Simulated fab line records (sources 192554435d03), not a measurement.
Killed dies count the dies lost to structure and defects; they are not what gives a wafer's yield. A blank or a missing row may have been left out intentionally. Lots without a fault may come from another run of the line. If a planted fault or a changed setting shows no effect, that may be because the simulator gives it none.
Split-lot experiment    flow n5_finfet    on a route of 1938 steps: 7 lots, 21 wafers read

## ON THE SPLIT
At N5_BEOL_M1_ETCH_64 (etches SOC in N2/H2, target depth 75 nm, overetch 15 nm, time 112.5 s), the setting source_w was moved away from the recipe's 840 W on 7 of the 21 wafers read, by -17.9% to +17.7%. All remaining wafers had this setting at the recipe value.

Reading taken at the split's own step.

## THE READING
rf_vpp_V, in V, at N5_BEOL_M1_ETCH_64 (etches SOC in N2/H2, target depth 75 nm, overetch 15 nm, time 112.5 s). Typical for fault-free wafers on this fab line: 523.1 V, with standard deviation 2.6 V.

wafer   tool, chamber at the split  source_w as run, W  against the recipe  rf_vpp_V, V  against lot-mates on the recipe
L074.2  rie_diel-05, 0              840                 recipe              524.1        -
L074.3  rie_diel-05, 1              910.5               +8.4%               510.7        -12.2
L074.6  rie_diel-05, 0              840                 recipe              521.7        -
L081.3  rie_diel-03, 0              840                 recipe              525.4        -
L081.4  rie_diel-03, 1              936.6               +11.5%              504.5        -20.9
L081.6  rie_diel-03, 2              936.6               +11.5%              500.7        -24.7
L084.1  rie_diel-05, 0              840                 recipe              523.5        -
L084.3  rie_diel-05, 3              840                 recipe              523.2        -
L084.4  rie_diel-05, 2              988.6               +17.7%              495.4        -28.0
L087.1  rie_diel-02, 3              706.9               -15.8%              551.1        +25.5
L087.2  rie_diel-02, 0              840                 recipe              525.6        -
L087.5  rie_diel-02, 3              706.9               -15.8%              552.3        +26.7
L090.2  rie_diel-02, 2              840                 recipe              522.0        -
L090.5  rie_diel-02, 3              840                 recipe              517.7        -
L090.6  rie_diel-02, 2              840                 recipe              521.0        -
L091.1  rie_diel-02, 1              840                 recipe              519.7        -
L091.3  rie_diel-02, 2              689.4               -17.9%              556.1        +36.0
L091.6  rie_diel-02, 1              840                 recipe              520.5        -
L093.2  rie_diel-03, 0              840                 recipe              527.4        -
L093.3  rie_diel-03, 3              840                 recipe              526.7        -
L093.4  rie_diel-03, 1              840                 recipe              521.6        -

FIT RESULTS
A straight line over all 21 wafers: rf_vpp_V changes by -1.74 V for each +1% of source_w; r = -0.99; the points scatter about the line by 2.6 V.
The same after taking each lot's own level away (the mean of its wafers on the recipe; 21 wafers): -1.76 V for each +1%; r = -0.99; scatter 2.3 V.
Per that fit: largest source_w move, reading shift of 32 V.
Across the lots, their own levels run from 520.10 to 525.60 V, a range of 2.1 times the standard deviation given above.
The two slopes are in agreement: the lot-to-lot level therefore moves the slope only a little.
Check: +30.1 V against its lot-mates is what the line predicts for one of the wafers moved furthest among these (-17.9%) when that wafer is left out of the fit. It came out at +36 V against them.
Tool readings at the split's step, against how far the setting was moved: rf_vpp_V r = -0.99.

## OTHER SPLITS ON THESE WAFERS
Note: prior to the reading, these wafers also went through further splits. Each is held against what the fit with the lots' levels taken away leaves over:
other split on the same wafers     wafers away from the commonest value  r with rf_vpp_V (lot level and that fit taken away)
N5_BEOL_M0_SAQP_EXPOSE_37 dose_mj  9                                     -0.34
N5_BEOL_M0_SAQP_ETCH_88 source_w   7                                     -0.19
N5_BEOL_M0_ETCH_138 source_w       3                                     +0.16
N5_BEOL_M1_EXPOSE_08 dose_mj       7                                     +0.23

## THE WHOLE CHAIN: every reading that the file lists as answering this split, in the file's order
step                what it does                                                           reading                                                                           change (the file's fit)                 r (the file's)
N5_BEOL_M1_ETCH_64  etches SOC in N2/H2, target depth 75 nm, overetch 15 nm, time 112.5 s  rf_vpp_V                                                                          -1.76 V for each +1% of the setting     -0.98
N5_BEOL_M1_ETCH_64  etches SOC in N2/H2, target depth 75 nm, overetch 15 nm, time 112.5 s  SiARC_of_BEOL_M1_COAT_62.thk_nm (the simulator's own value, which no gauge read)  -0.0321 nm for each +1% of the setting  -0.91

## FILE'S OWN FIT
rf_vpp_V changes by -1.76 V for each +1% of source_w, r = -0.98.
